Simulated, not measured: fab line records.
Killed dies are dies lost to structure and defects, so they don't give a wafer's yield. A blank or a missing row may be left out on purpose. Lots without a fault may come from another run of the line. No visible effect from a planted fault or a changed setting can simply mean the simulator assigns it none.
Problem report in the 8D (eight disciplines) form, filled by code | flow n5_finfet | the parts of the form that need people (team, actions taken, sign-off) are left out

## 1. WHAT IS WRONG
spin_speed_rpm at N5_BEOL_M9_COAT_59 reads a mean of 1454.9 rpm on 5 wafers of 2 lots; wafers without a fault read 1500.1 rpm with a standard deviation of 1.2. Measured from the usual mean, that is -38 standard deviations.
The step: time 60 s, resist thk 100 nm.
Seen first at day 13 16:17 on litho_track-03, wafer L652.2. At this step, 35 wafers from 12 lots have a number in the record. Rule for "out" (also "out of limits"): further than 4 standard deviations from the usual mean. The rest of the wafers with a number are treated as sound.

## 2. WHAT IT IS AND WHAT IT IS NOT
question                    | is                     | is not
which readings at this step | spin_speed_rpm         | -
which lots                  | L652, L654             | L636, L637, L638, L639, L640, L641, L642, L643, L644, L646
which wafers of those lots  | all that have a number | -
read on which tools         | litho_track-03         | litho_track-02, litho_track-04
when                        | from day 13 16:17      | up to then (30 sound wafers)

## 3. THE SUSPECTS, EACH WITH WHAT RULES IT OUT
Counting: a tool at a process step up to the reading stays a suspect if it ran every lot that is out and no sound lot after the first of them.
- cmp-02 at N5_BEOL_M8_CMP_52 (polishes, stops on SiCOH lowk, t overpolish 6.9 s, target thk 80 nm): kept. All lots that are out passed through it, beginning with L652 at day 13 13:42, and no sound lot followed; its final sound lot before that point was L636 at day 9 11:20.
- litho_track-03 at N5_BEOL_M9_COAT_59 (time 60 s, resist thk 100 nm): kept. All lots that are out passed through it, beginning with L652 at day 13 16:17, and no sound lot followed; its final sound lot before that point was L642 at day 11 11:44. Its own spin_speed_rpm readings are out on those wafers.
What counting leaves: cmp-02 at N5_BEOL_M8_CMP_52 and litho_track-03 at N5_BEOL_M9_COAT_59.

## 4. THE CAUSE (what the simulator had put in)
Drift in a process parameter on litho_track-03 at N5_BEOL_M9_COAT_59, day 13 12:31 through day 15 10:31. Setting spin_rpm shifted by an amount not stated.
This tool is one of the 2 suspects left after counting.

## 5. THE EFFECT CHAIN, in route order
One row per reading whose mean, taken over the struck wafers that have a number, lies over 3 standard deviations from the usual. Only readings whose record carries a usual standard deviation are examined. hours: median over the lots of the time between each lot's start at the first step of this table that gives one and its start at this step. sigmas: the change, counted in usual standard deviations.
hours | step               | reading        | usual      | on struck wafers | change | sigmas
0     | N5_BEOL_M9_COAT_59 | spin_speed_rpm | 1500.1 rpm | 1454.9           | -45.2  | -38
The process steps in it:
- N5_BEOL_M9_COAT_59: time 60 s, resist thk 100 nm.
At these later measuring or inspecting steps, every struck wafer for which the step has a row has a number for every such reading, and none has moved that far: N5_BEOL_M9_OVL_MEAS_12.

## 6. WHAT WOULD HAVE CAUGHT IT SOONER
First out-of-limits reading in this record: day 13 16:17, which is 4 hours after fault onset at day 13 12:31.
